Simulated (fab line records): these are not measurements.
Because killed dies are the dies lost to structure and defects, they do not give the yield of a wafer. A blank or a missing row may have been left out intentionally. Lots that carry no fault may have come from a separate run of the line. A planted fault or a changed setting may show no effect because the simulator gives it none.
2 desks, one fault | flow n5 finfet | what lay behind the numbers comes last; until then each desk has only its own

## TOOL OWNER'S DESK, thermal cvd si-02
The tool's own readings at N5_HKMG_FIN_CVD_62 (deposits a-Si from Si2H6, target thk 3 nm, time 20.8 s): means of the sampled wafers that have a number, for each lot that ran on this tool. Any lot whose mean is over 4 standard deviations away from the usual mean is out of limits and marked OUT; that distance is given in the brackets.
Columns: A = heater power w at N5_HKMG_FIN_CVD_62, usual 1427 W
lot  | first seen here | A
L347 | day 5 17:19     | 1427
L349 | day 6 03:53     | 1407
L355 | day 7 17:54     | 1406
L357 | day 8 07:55     | 1410
L359 | day 8 19:07     | 1438
This desk found nothing out of limits on any of the 5 lots.

## THE METROLOGY DESK
Means of the sampled wafers that have a number, per lot and without regard to the tool the lot ran on: this is what the gauges read. Any lot whose mean is over 4 standard deviations away from the usual mean is out of limits and marked OUT; that distance is given in the brackets. 7 of its 10 readings are shown, namely those furthest out on some lot.
Columns: A = DIBL_N at N5_BEOL_M4_RC_MEAS_101, usual 36.0 mV/V; B = DIBL_P at N5_BEOL_M4_RC_MEAS_101, usual 35.8 mV/V; C = IOFF_N at N5_BEOL_M4_RC_MEAS_101, usual 0.15 nA/um; D = IOFF_P at N5_BEOL_M4_RC_MEAS_101, usual 0.20 nA/um; E = ION_P at N5_BEOL_M4_RC_MEAS_101, usual 460 uA/um; F = VT_N at N5_BEOL_M4_RC_MEAS_101, usual 250 mV; G = VT_P at N5_BEOL_M4_RC_MEAS_101, usual -251 mV
lot  | first seen here | A    | B    | C    | D    | E   | F   | G
L347 | day 9 08:35     | 38.3 | 38.6 | 0.18 | 0.23 | 456 | 248 | -248
L349 | day 10 03:54    | 37.6 | 37.6 | 0.17 | 0.23 | 464 | 251 | -249
L355 | day 11 22:11    | 36.7 | 37.3 | 0.16 | 0.20 | 462 | 249 | -251
L357 | day 12 02:04    | 35.2 | 34.3 | 0.14 | 0.17 | 455 | 252 | -254
L359 | day 12 10:42    | 34.4 | 34.7 | 0.13 | 0.15 | 452 | 254 | -256
L356 | day 12 17:58    | 34.9 | 34.3 | 0.14 | 0.19 | 458 | 252 | -252
L364 | day 14 05:16    | 36.3 | 37.4 | 0.16 | 0.21 | 457 | 248 | -252
This desk found nothing out of limits on any of the 7 lots.

## PUT TOGETHER
The desk of the tool owner found nothing out of limits.
Metrology desk: nothing out of limits seen.

## WHAT THE SIMULATOR HAD INSERTED
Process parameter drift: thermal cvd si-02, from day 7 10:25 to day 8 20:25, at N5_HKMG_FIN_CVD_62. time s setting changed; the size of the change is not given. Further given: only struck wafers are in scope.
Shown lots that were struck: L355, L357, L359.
